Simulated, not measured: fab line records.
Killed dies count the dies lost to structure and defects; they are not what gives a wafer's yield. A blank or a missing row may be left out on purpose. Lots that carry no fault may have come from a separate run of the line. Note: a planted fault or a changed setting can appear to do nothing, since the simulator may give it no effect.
One fault seen from 2 desks	flow nand harc	every desk sees just its own numbers, and what lay behind them comes last

THE DEFECT DESK
Lot by lot, what the route's inspections counted, given as the mean of those sampled wafers with a number. Any lot whose mean is over 4 standard deviations away from the usual mean is out of limits and marked OUT; that distance is given in the brackets.
Columns: A = raw defect count at NHARC_A_CHANNEL_HOLE_D2_INSPECT_12, usual 22
lot	first seen here	A
L512	day 12 17:47	6
L513	day 13 13:13	59
L519	day 16 10:39	52
L524	day 17 19:02	6
L522	day 17 19:22	11
L529	day 20 22:13	52
L530	day 21 01:57	19
L532	day 21 12:55	19
L531	day 21 13:25	19
L533	day 22 07:15	5
L534	day 22 17:26	4
Finding of this desk: none of the 11 lots has anything out of limits.

TOOL OWNER'S DESK, har etch-02
The tool's own readings at NHARC_A_CHANNEL_HOLE_D2_ETCH_20 (etches the open film in C4F8/O2/Ar, time 361.9 s, target depth 1600 nm): means of the sampled wafers that have a number, for each lot that ran on this tool. Any lot whose mean is over 4 standard deviations away from the usual mean is out of limits and marked OUT; that distance is given in the brackets.
Columns: A = chamber pressure mTorr at NHARC_A_CHANNEL_HOLE_D2_ETCH_20, usual 20.001 mTorr; B = drypump motor current A at NHARC_A_CHANNEL_HOLE_D2_ETCH_20, usual 5.58 A; C = showerhead plenum p Torr at NHARC_A_CHANNEL_HOLE_D2_ETCH_20, usual 3.66 Torr; D = throttle valve pct at NHARC_A_CHANNEL_HOLE_D2_ETCH_20, usual 32.154 %
lot	first seen here	A	B	C	D
L512	day 12 19:15	20.010	5.52	3.64	32.149
L513	day 13 17:14	19.990	5.58	3.65	32.158
L524	day 17 20:27	20.009	5.53	3.83	32.150
L522	day 18 00:32	20.000	5.58	3.74	32.161
L529	day 20 23:34	20.006	5.47	3.91	32.151
L531	day 21 16:45	19.988	5.60	3.61	32.151
L533	day 22 10:56	20.000	5.51	3.80	32.159
L534	day 22 19:14	20.006	5.56	3.70	32.153
Finding of this desk: none of the 8 lots has anything out of limits.

ALL TOGETHER
The defect desk saw nothing out of limits.
The desk of the tool owner found nothing out of limits.

WHAT THE SIMULATOR PUT IN
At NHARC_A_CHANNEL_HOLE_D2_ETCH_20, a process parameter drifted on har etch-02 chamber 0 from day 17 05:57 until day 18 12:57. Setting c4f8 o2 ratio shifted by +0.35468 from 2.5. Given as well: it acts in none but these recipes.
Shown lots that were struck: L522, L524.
